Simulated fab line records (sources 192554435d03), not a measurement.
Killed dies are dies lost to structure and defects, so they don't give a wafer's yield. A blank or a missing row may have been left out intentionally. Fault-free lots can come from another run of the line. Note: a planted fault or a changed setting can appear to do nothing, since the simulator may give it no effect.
Chamber matching + flow n5 finfet + N5_BEOL_M11_DEP_56 on pecvd-03 has 3 sister chambers
The step deposits SiCN from 3MS/NH3, target thk 30 nm, time 10.5 s. 18 wafers are shown with their chamber, then 9 later ones without.

## WAFERS PAIRED WITH THEIR CHAMBERS
| wafer  | chamber | showerhead plenum p Torr (Torr) | throttle valve pct (%) |
|--------|---------|---------------------------------|------------------------|
| L075.1 | 2       | 4.134                           | 17.9                   |
| L075.4 | 2       | 4.129                           | 18.1                   |
| L075.5 | 0       | 4.163                           | 18.4                   |
| L079.2 | 1       | 4.193                           | 18.0                   |
| L079.4 | 2       | 4.151                           | 18.1                   |
| L079.5 | 0       | 4.173                           | 18.6                   |
| L087.1 | 2       | 4.152                           | 18.0                   |
| L087.3 | 0       | 4.169                           | 18.6                   |
| L087.5 | 2       | 4.137                           | 17.9                   |
| L088.2 | 2       | 4.136                           | 18.0                   |
| L088.3 | 1       | 4.197                           | 18.2                   |
| L088.5 | 1       | 4.198                           | 17.9                   |
| L092.2 | 1       | 4.203                           | 17.8                   |
| L092.3 | 0       | 4.154                           | 18.4                   |
| L092.5 | 2       | 4.141                           | 18.3                   |
| L091.2 | 0       | 4.163                           | 18.5                   |
| L091.4 | 0       | 4.156                           | 18.4                   |
| L091.5 | 2       | 4.126                           | 18.2                   |

SIGNATURES (means of the wafers above)
| reading                  | chamber 0 | chamber 1 | chamber 2 | scatter within a chamber |
|--------------------------|-----------|-----------|-----------|--------------------------|
| showerhead plenum p Torr | 4.16300   | 4.19775   | 4.13825   | 0.0079                   |
| throttle valve pct       | 18.483    | 17.975    | 18.062    | 0.135                    |
Rule: a wafer's distance from a chamber is the root of the sum, over the readings, of the square of ((its reading less the chamber's mean) divided by the reading's scatter). If the next closest chamber is less than 2 further off than the closest, the wafer can't be placed; otherwise it belongs to the closest. The scatter is the square root of a quotient: the sum, over the shown wafers, of each reading's squared deviation from its chamber's mean, divided by wafers minus chambers.

## WAFERS WITHOUT THEIR CHAMBER
| wafer  | showerhead plenum p Torr (Torr) | throttle valve pct (%) |
|--------|---------------------------------|------------------------|
| L095.3 | 4.140                           | 18.2                   |
| L095.4 | 4.143                           | 18.5                   |
| L095.5 | 4.201                           | 18.2                   |
| L097.1 | 4.196                           | 17.9                   |
| L097.2 | 4.133                           | 18.6                   |
| L097.3 | 4.161                           | 18.4                   |
| L096.3 | 4.124                           | 18.5                   |
| L096.4 | 4.138                           | 18.7                   |
| L096.5 | 4.200                           | 18.5                   |

## CHAMBER TAKEN BY EACH
| wafer  | from the rows above     | in truth |
|--------|-------------------------|----------|
| L095.3 | 2                       | 2        |
| L095.4 | can't be placed: 0 or 2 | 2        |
| L095.5 | 1                       | 1        |
| L097.1 | 1                       | 1        |
| L097.2 | can't be placed: 0 or 2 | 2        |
| L097.3 | 0                       | 0        |
| L096.3 | can't be placed: 2 or 0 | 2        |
| L096.4 | can't be placed: 0 or 2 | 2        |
| L096.5 | can't be placed: 1 or 0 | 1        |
Placed correctly: 4 of 9. From these rows, 5 cannot be placed; in 5 the true chamber is one of the candidates. Wrongly placed: 0.
